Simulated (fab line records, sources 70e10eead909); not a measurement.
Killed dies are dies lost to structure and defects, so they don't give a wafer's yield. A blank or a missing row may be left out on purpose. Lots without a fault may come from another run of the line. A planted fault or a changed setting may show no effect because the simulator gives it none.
Which tool did it? | flow nand_harc | 13 lots, 39 wafers sampled, at 5 steps of a route of 1302

WHAT THE GAUGES READ, wafer by wafer
NHARC_END_SORT_01. Usual: killed_at_array 47, standard deviation 14; killed_at_other 0.5, standard deviation 0.72; killed_at_periphery 4, standard deviation 3.1; killed_dies 52, standard deviation 15; killed_open 3.2, standard deviation 1.9; killed_short 2.4, standard deviation 1.7.
lot  | measured     | on        | killed_at_array | killed_at_other | killed_at_periphery | killed_dies | killed_open | killed_short | flag
L920 | day 25 16:12 | prober-01 | 24 29 16        | 0 0 1           | 1 3 3               | 25 32 20    | 4 5 3       | 1 3 1        |
L921 | day 25 10:07 | prober-02 | 47 65 40        | 0 1 0           | 7 2 1               | 54 68 41    | 1 2 2       | 1 4 0        |
L925 | day 32 01:29 | prober-02 | 42 47 54        | 0 0 0           | 0 5 4               | 42 52 58    | 3 5 5       | 4 4 1        |
L924 | day 31 23:00 | prober-01 | 55 52 64        | 2 1 2           | 10 1 6              | 67 54 72    | 6 2 5       | 2 2 0        |
L926 | day 32 15:30 | prober-01 | 48 41 46        | 1 2 0           | 22 24 26            | 71 67 72    | 6 1 2       | 5 0 4        | OFF
L927 | day 32 06:51 | prober-01 | 42 32 39        | 0 1 0           | 28 25 34            | 70 58 73    | 1 4 6       | 1 0 0        | OFF

WHICH TOOL RAN EACH LOT (tool, then ch and the chambers of the sampled wafers, then the start)
lot  | NHARC_P_CONTACT_ETCH_31                       | NHARC_P_CONTACT_STRIP_28           | NHARC_P_CONTACT_DEGAS_38     | NHARC_P_CONTACT_PRE_CLEAN_39
L915 | rie_diel-02 ch 0,3, day 5 04:40 or earlier    | rie_diel-02 ch 0,2, day 5 04:40    | pvd_sputter-02, day 5 05:19  | pvd_sputter-02, day 5 05:23
L917 | rie_diel-01 ch 1,2,3, day 5 20:43 or earlier  | rie_diel-02 ch 2,3, day 5 20:43    | pvd_sputter-02, day 5 21:26  | pvd_sputter-02, day 5 21:31
L920 | rie_diel-02 ch 1,3, day 7 07:22               | rie_diel-01 ch 0,2,3, day 7 07:38  | pvd_sputter-01, day 7 08:16  | pvd_sputter-01, day 7 08:19
L921 | rie_diel-02 ch 1,3, day 7 10:31 or earlier    | rie_diel-01 ch 0,2,3, day 7 10:31  | pvd_sputter-01, day 7 11:10  | pvd_sputter-01, day 7 11:13
L923 | rie_diel-01 ch 0,1,3, day 8 03:15 or earlier  | rie_diel-11 ch 0,1,2, day 8 03:15  | pvd_sputter-03, day 8 03:53  | pvd_sputter-03, day 8 03:57
L925 | rie_diel-11 ch 1,2,3, day 8 21:13 or earlier  | rie_diel-01 ch 0,2,3, day 8 21:13  | pvd_sputter-03, day 8 21:52  | pvd_sputter-02, day 8 21:58
L924 | rie_diel-11 ch 0,2,3, day 8 21:38 or earlier  | rie_diel-01 ch 1,3, day 8 21:38    | pvd_sputter-02, day 8 22:16  | pvd_sputter-02, day 8 22:19
L926 | rie_diel-01 ch 0,1, day 9 13:30 or earlier    | rie_diel-01 ch 2,3, day 9 13:30    | pvd_sputter-02, day 9 14:08  | pvd_sputter-02, day 9 14:12
L927 | rie_diel-02 ch 0,3, day 9 18:00 or earlier    | rie_diel-01 ch 0,1,2, day 9 18:00  | pvd_sputter-02, day 9 18:39  | pvd_sputter-02, day 9 18:44
L935 | rie_diel-02 ch 0,1,2, day 13 09:39 or earlier | rie_diel-01 ch 0,1, day 13 09:39   | pvd_sputter-02, day 13 10:18 | pvd_sputter-02, day 13 10:22
L936 | rie_diel-02 ch 1,3, day 13 13:43 or earlier   | rie_diel-11 ch 1,2,3, day 13 13:43 | pvd_sputter-01, day 13 14:22 | pvd_sputter-01, day 13 14:24
L937 | rie_diel-11 ch 0,1,3, day 14 02:20 or earlier | rie_diel-02 ch 0,1,2, day 14 02:20 | pvd_sputter-02, day 14 02:59 | pvd_sputter-02, day 14 03:02
L938 | rie_diel-11 ch 0,1,2, day 14 08:20 or earlier | rie_diel-01 ch 0,1,2, day 14 08:20 | pvd_sputter-01, day 14 08:59 | pvd_sputter-01, day 14 09:03
- NHARC_P_CONTACT_ETCH_31: etches the open film in CH3F/O2, target depth 30 nm, time 85.7 s.
- NHARC_P_CONTACT_STRIP_28: strips in O2.
- NHARC_P_CONTACT_DEGAS_38: time 60 s.
- NHARC_P_CONTACT_PRE_CLEAN_39: time 19.5 s.

WHAT THE TOOLS THEMSELVES READ (means of the sampled wafers that have a number; where no wafer has one, the mark that the record gives instead)
NHARC_P_CONTACT_ETCH_31. Usual: drypump_motor_current_A 5.8 A, standard deviation 0.43; oes_product_au 0.977 a.u., standard deviation 0.014; rf_vpp_V 244.6 V, standard deviation 1.4; showerhead_plenum_p_Torr 2.49 Torr, standard deviation 0.085; throttle_valve_pct 20.663 %, standard deviation 0.01.
lot  | tool        | drypump_motor_current_A (A) | oes_product_au (a.u.) | rf_vpp_V (V) | showerhead_plenum_p_Torr (Torr) | throttle_valve_pct (%) | flag
L915 | rie_diel-02 | 6.4                         | 0.967                 | 244.4        | 2.48                            | 20.664                 |
L917 | rie_diel-01 | 5.4                         | 0.985                 | 243.5        | 2.39                            | 20.660                 |
L920 | rie_diel-02 | 6.2                         | 0.980                 | 244.2        | 2.51                            | 20.659                 |
L921 | rie_diel-02 | 6.2                         | 0.989                 | 245.9        | 2.51                            | 20.664                 |
L923 | rie_diel-01 | 5.6                         | 0.983                 | 244.0        | 2.44                            | 20.670                 |
L925 | rie_diel-11 | 5.7                         | 0.981                 | 245.0        | 2.53                            | 20.661                 |
L924 | rie_diel-11 | 5.6                         | 0.978                 | 245.9        | 2.55                            | 20.668                 |
L926 | rie_diel-01 | 5.4                         | 0.980                 | 243.7        | 2.43                            | 20.657                 |
L927 | rie_diel-02 | 6.4                         | 0.996                 | 244.7        | 2.47                            | 20.650                 |
L935 | rie_diel-02 | 6.1                         | 0.986                 | 243.2        | 2.44                            | 20.663                 |
L936 | rie_diel-02 | 6.2                         | 0.962                 | 244.5        | 2.51                            | 20.663                 |
L937 | rie_diel-11 | 5.7                         | 0.939                 | 245.3        | 2.53                            | 20.667                 |
L938 | rie_diel-11 | 5.8                         | 0.981                 | 245.5        | 2.49                            | 20.657                 |

NHARC_P_CONTACT_STRIP_28. Usual: drypump_motor_current_A 5.8 A, standard deviation 0.45; oes_product_au 1.002 a.u., standard deviation 0.0073; rf_vpp_V 57.8 V, standard deviation 0.9; showerhead_plenum_p_Torr 3.52 Torr, standard deviation 0.13; throttle_valve_pct 17.037 %, standard deviation 0.0083.
lot  | tool        | drypump_motor_current_A (A) | oes_product_au (a.u.) | rf_vpp_V (V) | showerhead_plenum_p_Torr (Torr) | throttle_valve_pct (%) | flag
L915 | rie_diel-02 | 5.9                         | 1.007                 | 57.5         | 3.42                            | 17.034                 |
L917 | rie_diel-02 | 5.9                         | 0.998                 | 57.8         | 3.51                            | 17.038                 |
L920 | rie_diel-01 | 5.8                         | 0.996                 | 56.9         | 3.55                            | 17.031                 |
L921 | rie_diel-01 | 5.8                         | 1.003                 | 58.1         | 3.55                            | 17.036                 |
L923 | rie_diel-11 | 5.8                         | 1.007                 | 58.0         | 3.58                            | 17.044                 |
L925 | rie_diel-01 | 5.8                         | 1.009                 | 58.3         | 3.55                            | 17.037                 |
L924 | rie_diel-01 | 5.3                         | 0.998                 | 57.7         | 3.39                            | 17.040                 |
L926 | rie_diel-01 | 5.6                         | 0.997                 | 58.0         | 3.45                            | 17.035                 |
L927 | rie_diel-01 | 5.6                         | 1.001                 | 57.1         | 3.54                            | 17.028                 |
L935 | rie_diel-01 | 5.8                         | 1.001                 | 57.9         | 3.60                            | 17.028                 |
L936 | rie_diel-11 | 5.7                         | 0.997                 | 57.7         | 3.63                            | 17.035                 |
L937 | rie_diel-02 | 6.1                         | 1.008                 | 58.0         | 3.51                            | 17.034                 |
L938 | rie_diel-01 | 5.6                         | 0.999                 | 57.1         | 3.54                            | 17.043                 |

NHARC_P_CONTACT_DEGAS_38. Usual: heater_power_w 447 W, standard deviation 44.
lot  | tool           | heater_power_w (W) | flag
L915 | pvd_sputter-02 | 447                |
L917 | pvd_sputter-02 | 458                |
L920 | pvd_sputter-01 | 479                |
L921 | pvd_sputter-01 | 442                |
L923 | pvd_sputter-03 | 499                |
L925 | pvd_sputter-03 | 440                |
L924 | pvd_sputter-02 | 450                |
L926 | pvd_sputter-02 | 430                |
L927 | pvd_sputter-02 | 415                |
L935 | pvd_sputter-02 | 446                |
L936 | pvd_sputter-01 | 460                |
L937 | pvd_sputter-02 | 433                |
L938 | pvd_sputter-01 | 461                |

THE ANSWER, worked out from the rows above alone
Rule: a lot is off if the mean of its wafers that have a number lies more than 3 standard deviations from the usual mean. A lot without any number at a reading at which 4 lots or more have one is off too. The other lots that the step has rows for count as sound. The gauges are gone through in route order, then the tools' own readings, and for those a lot's mean is taken as printed above. The first step at which some lot is off is used, and at that step the reading that is off furthest; a lot without a number counts as furthest.
Off: L926, L927, at NHARC_END_SORT_01 (killed_at_periphery). Neither off nor sound, because the step has no rows for them: L915, L917, L923, L935, L936, L937, L938.
A tool fits if, at a process step before that reading, it ran every lot that is off, and no sound lot after the first of them. The gauges at NHARC_END_SORT_01 are tried like those tools. NHARC_P_CONTACT_ETCH_31 gives no start for some lots, so the hours and the order of its lots are those of NHARC_P_CONTACT_STRIP_28. Can't be told from this: 3 tools fit, rie_diel-01 at NHARC_P_CONTACT_STRIP_28, pvd_sputter-02 at NHARC_P_CONTACT_DEGAS_38 and NHARC_P_CONTACT_PRE_CLEAN_39, prober-01 at NHARC_END_SORT_01.

WHAT THE SIMULATOR HAD PUT IN
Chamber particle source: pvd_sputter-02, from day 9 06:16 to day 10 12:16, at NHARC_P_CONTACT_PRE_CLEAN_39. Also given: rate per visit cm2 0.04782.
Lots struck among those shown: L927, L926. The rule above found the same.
